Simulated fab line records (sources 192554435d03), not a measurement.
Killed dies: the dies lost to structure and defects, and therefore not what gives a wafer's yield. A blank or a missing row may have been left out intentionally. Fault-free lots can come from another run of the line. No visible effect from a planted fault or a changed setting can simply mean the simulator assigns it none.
Matching of chambers -- flow n5_finfet -- N5_DUMMY_GATE_TRIM_49 on rie_si-02: 4 sister chambers
The step chemistry O2, time 29 s, target cd 14 nm. 20 wafers are shown with their chamber, then 10 later ones without.

== EACH WAFER AND ITS CHAMBER ==
wafer,chamber,throttle_valve_pct (%),drypump_motor_current_A (A),oes_product_au (a.u.)
L074.1,1,8.37,5.77,1.004
L074.3,0,8.27,5.22,0.979
L074.6,0,8.26,5.22,0.975
L075.1,1,8.35,5.78,1.014
L075.3,0,8.27,5.24,0.968
L075.6,1,8.37,5.79,1.000
L078.1,1,8.37,5.77,0.997
L078.2,0,8.28,5.22,0.974
L078.5,2,8.09,5.86,0.982
L080.1,2,8.09,5.87,0.995
L080.4,3,8.00,5.84,0.972
L080.5,0,8.26,5.24,0.970
L081.3,3,7.99,5.83,0.985
L081.5,2,8.09,5.84,0.992
L081.6,1,8.35,5.77,1.003
L082.1,1,8.37,5.85,1.008
L082.2,2,8.09,5.84,0.996
L082.5,2,8.08,5.84,0.985
L083.2,3,7.98,5.84,0.973
L083.3,0,8.27,5.25,0.966

SIGNATURES (means of the wafers above)
reading,chamber 0,chamber 1,chamber 2,chamber 3,scatter within a chamber
throttle_valve_pct,8.2683,8.3633,8.0880,7.9900,0.00828
drypump_motor_current_A,5.2317,5.7883,5.8500,5.8367,0.0204
oes_product_au,0.97200,1.00433,0.99000,0.97667,0.00591
Rule: a wafer's distance from a chamber is the root of the sum, over the readings, of the square of ((its reading less the chamber's mean) divided by the reading's scatter). The wafer belongs to the nearest chamber; if the next one is less than 2 further off, it can't be placed. The scatter: the root of (the sum of the squares of (reading less its chamber's mean) over the shown wafers, divided by (wafers less chambers)).

== WAFERS WITHOUT THEIR CHAMBER ==
wafer,throttle_valve_pct (%),drypump_motor_current_A (A),oes_product_au (a.u.)
L083.4,8.11,5.86,0.987
L089.2,7.98,5.82,0.974
L089.5,8.08,5.87,0.992
L089.6,7.99,5.84,0.972
L091.1,8.36,5.77,1.004
L091.2,8.08,5.85,1.004
L091.6,8.28,5.22,0.970
L092.1,8.09,5.85,0.994
L092.2,7.99,5.83,0.980
L092.4,8.38,5.80,1.007

== WHICH CHAMBER EACH WENT THROUGH ==
wafer,from the rows above,in truth
L083.4,2,2
L089.2,3,3
L089.5,2,2
L089.6,3,3
L091.1,1,1
L091.2,2,2
L091.6,0,0
L092.1,2,2
L092.2,3,3
L092.4,1,1
Correct placement for 10 of the 10. Not placeable from these rows: 0. 0 placed wrongly.
